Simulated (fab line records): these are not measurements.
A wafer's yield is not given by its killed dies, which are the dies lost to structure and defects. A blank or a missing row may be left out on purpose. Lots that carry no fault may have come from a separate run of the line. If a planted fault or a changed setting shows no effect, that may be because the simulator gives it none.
Matching of chambers | flow nand harc | NHARC_P_CONTACT_DEP_30 on pecvd-02 has 3 sister chambers
The step deposits SiNx, target thk 30 nm. 3 wafers are shown with their chamber, then 7 later ones without.

## WAFERS WITH THEIR CHAMBER
wafer  | chamber | heater power w (W)
L304.5 | 2       | 785
L307.2 | 0       | 904
L307.4 | 1       | 654

## WAFERS WITHOUT THEIR CHAMBER
wafer  | heater power w (W)
L307.6 | 912
L313.2 | 797
L313.3 | 847
L313.6 | 773
L314.1 | 881
L314.4 | 732
L314.5 | 861

## THE CHAMBER EACH PASSED THROUGH
wafer  | from the rows above     | in truth
L307.6 | 0                       | 0
L313.2 | 2                       | 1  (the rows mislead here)
L313.3 | can't be placed: 0 or 2 | 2
L313.6 | 2                       | 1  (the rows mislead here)
L314.1 | 0                       | 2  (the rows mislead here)
L314.4 | can't be placed: 2 or 1 | 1
L314.5 | can't be placed: 0 or 2 | 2
Correctly placed: 1 of 7. From these rows, 3 cannot be placed; in 3 the true chamber is one of the candidates. 3 placed wrongly.
How it was worked out, from the rows above alone: a wafer's distance from a chamber is the root of the sum, over the readings, of the square of ((its reading less the chamber's mean) divided by the reading's scatter). If the next closest chamber is less than 2 further off than the closest, the wafer can't be placed; otherwise it belongs to the closest. For every chamber, the mean is computed from those of its wafers that are shown. The scatter: root of mean squared gap, hidden wafer to nearest shown wafer, with one shown wafer a chamber.
